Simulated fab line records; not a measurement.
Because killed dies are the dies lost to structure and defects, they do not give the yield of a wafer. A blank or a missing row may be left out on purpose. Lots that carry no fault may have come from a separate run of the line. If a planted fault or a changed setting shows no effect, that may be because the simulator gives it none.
Matching of chambers ; flow nand_harc ; 4 sister chambers for NHARC_A_CHANNEL_FILL_D1_STRIP_28 on rie_diel-08
The step strips in O2, time 20 s. 16 wafers are shown with their chamber, then 8 later ones without.

WAFERS PAIRED WITH THEIR CHAMBERS
wafer;chamber;drypump_motor_current_A (A);oes_product_au (a.u.);throttle_valve_pct (%)
L074.1;2;5.8;0.984;17.052
L074.3;3;5.6;0.994;17.037
L074.6;3;5.6;0.990;17.051
L077.1;1;5.7;0.998;17.050
L077.5;1;5.7;1.012;17.030
L077.6;2;5.8;0.983;17.029
L078.1;0;5.5;1.001;17.027
L078.3;1;5.7;1.010;17.031
L078.5;3;5.6;1.005;17.037
L079.1;2;5.8;0.982;17.042
L079.3;1;5.6;1.011;17.040
L079.5;2;5.8;0.996;17.043
L082.1;2;5.8;0.990;17.040
L082.4;1;5.6;1.009;17.045
L082.5;2;5.8;0.988;17.030
L088.1;3;5.6;0.996;17.046

SIGNATURES, as means of the wafers listed above
reading;chamber 0;chamber 1;chamber 2;chamber 3;scatter within a chamber
drypump_motor_current_A;5.500;5.660;5.800;5.600;0.0316
oes_product_au;1.00100;1.00800;0.98717;0.99625;0.00571
throttle_valve_pct;17.02700;17.03920;17.03933;17.04275;0.00828
Rule: for each reading, subtract the chamber's mean from the wafer's reading, divide by that reading's scatter and square the result; add these up over the readings and take the root, which gives the wafer's distance from the chamber. If the next closest chamber is less than 2 further off than the closest, the wafer can't be placed; otherwise it belongs to the closest. The scatter: the root of (the sum of the squares of (reading less its chamber's mean) over the shown wafers, divided by (wafers less chambers)).

WAFERS WITHOUT THEIR CHAMBER
wafer;drypump_motor_current_A (A);oes_product_au (a.u.);throttle_valve_pct (%)
L088.3;5.6;0.996;17.021
L088.4;5.5;0.995;17.033
L094.2;5.5;1.009;17.036
L094.3;5.8;0.989;17.034
L094.5;5.6;0.983;17.040
L095.3;5.5;1.017;17.040
L095.4;5.6;0.996;17.042
L095.5;5.8;0.988;17.042

WHICH CHAMBER EACH WENT THROUGH
wafer;from the rows above;in truth
L088.3;can't be placed: 3 or 0 or 1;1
L088.4;0;0
L094.2;0;0
L094.3;2;2
L094.5;3;3
L095.3;can't be placed: 0 or 3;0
L095.4;3;3
L095.5;2;2
Correct placement for 6 of the 8. Can't be placed from these rows: 2 (the true chamber is among the candidates in 2). Placed wrongly: 0.
